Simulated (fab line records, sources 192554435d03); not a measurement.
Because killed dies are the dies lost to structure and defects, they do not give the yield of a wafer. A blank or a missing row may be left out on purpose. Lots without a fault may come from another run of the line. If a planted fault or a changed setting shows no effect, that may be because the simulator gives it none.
Chamber matching | flow n5 finfet | rie diel-02 running N5_BEOL_M0_SAQP_ETCH_49: 4 sister chambers
The step etches SiO2 in CF4/O2, target depth 37 nm. 4 wafers are shown with their chamber, then 12 later ones without.

== EACH WAFER AND ITS CHAMBER ==
wafer  | chamber | showerhead plenum p Torr (Torr)
L088.5 | 0       | 2.19
L091.2 | 2       | 2.17
L091.4 | 1       | 2.28
L091.5 | 3       | 2.12

== WAFERS MISSING THEIR CHAMBER ==
wafer  | showerhead plenum p Torr (Torr)
L093.1 | 2.19
L093.2 | 2.17
L093.4 | 2.28
L094.2 | 2.27
L094.3 | 2.17
L094.4 | 2.19
L096.2 | 2.17
L096.3 | 2.19
L096.5 | 2.17
L097.2 | 2.19
L097.4 | 2.17
L097.6 | 2.19

== EACH ONE'S CHAMBER ==
wafer  | from the rows above | in truth
L093.1 | 0                   | 0
L093.2 | 2                   | 2
L093.4 | 1                   | 1
L094.2 | 1                   | 1
L094.3 | 2                   | 2
L094.4 | 0                   | 0
L096.2 | 2                   | 2
L096.3 | 0                   | 0
L096.5 | 2                   | 2
L097.2 | 0                   | 0
L097.4 | 2                   | 2
L097.6 | 0                   | 0
Correct placement for 12 of the 12. Number that these rows cannot place: 0. Placed wrongly: 0.
How it was worked out, from the rows above alone: a wafer's distance from a chamber is the root of the sum, over the readings, of the square of ((its reading less the chamber's mean) divided by the reading's scatter). If the next closest chamber is less than 2 further off than the closest, the wafer can't be placed; otherwise it belongs to the closest. Each chamber's mean is taken over the wafers shown for it. The scatter: root of mean squared gap, hidden wafer to nearest shown wafer, with one shown wafer a chamber.
